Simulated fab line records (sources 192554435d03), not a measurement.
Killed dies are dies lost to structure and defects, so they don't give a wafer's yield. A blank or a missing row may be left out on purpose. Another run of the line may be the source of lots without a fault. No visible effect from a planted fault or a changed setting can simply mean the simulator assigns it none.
Chamber matching	flow n5_finfet	N5_BEOL_M3_PRE_CLEAN_60 on cvd_co-01 has 3 sister chambers
The step time 15 s. 6 wafers are shown with their chamber, then 12 later ones without.

WAFERS WITH THEIR CHAMBER
wafer	chamber	heater_power_w (W)	heater_power_outer_w (W)
L094.1	0	96	26
L094.4	2	83	23
L094.6	1	86	21
L093.2	1	88	21
L093.5	0	96	25
L093.6	2	80	23

WAFERS WITH NO CHAMBER GIVEN
wafer	heater_power_w (W)	heater_power_outer_w (W)
L096.2	88	21
L096.4	90	21
L096.6	94	25
L092.3	81	24
L092.5	82	23
L092.6	94	26
L095.1	89	21
L095.3	96	25
L095.4	80	23
L097.1	83	23
L097.5	79	23
L097.6	89	22

CHAMBER TAKEN BY EACH
wafer	from the rows above	in truth
L096.2	1	1
L096.4	1	1
L096.6	0	0
L092.3	2	2
L092.5	2	2
L092.6	0	0
L095.1	1	1
L095.3	0	0
L095.4	2	2
L097.1	2	2
L097.5	2	2
L097.6	1	1
Placed correctly: 12 of 12. Not placeable from these rows: 0. Wrongly placed: 0.
How it was worked out, from the rows above alone: a wafer's distance from a chamber is the root of the sum, over the readings, of the square of ((its reading less the chamber's mean) divided by the reading's scatter). The wafer belongs to the nearest chamber; if the next one is less than 2 further off, it can't be placed. A chamber's mean is the mean of its shown wafers. The scatter: the root of (the sum of the squares of (reading less its chamber's mean) over the shown wafers, divided by (wafers less chambers)).
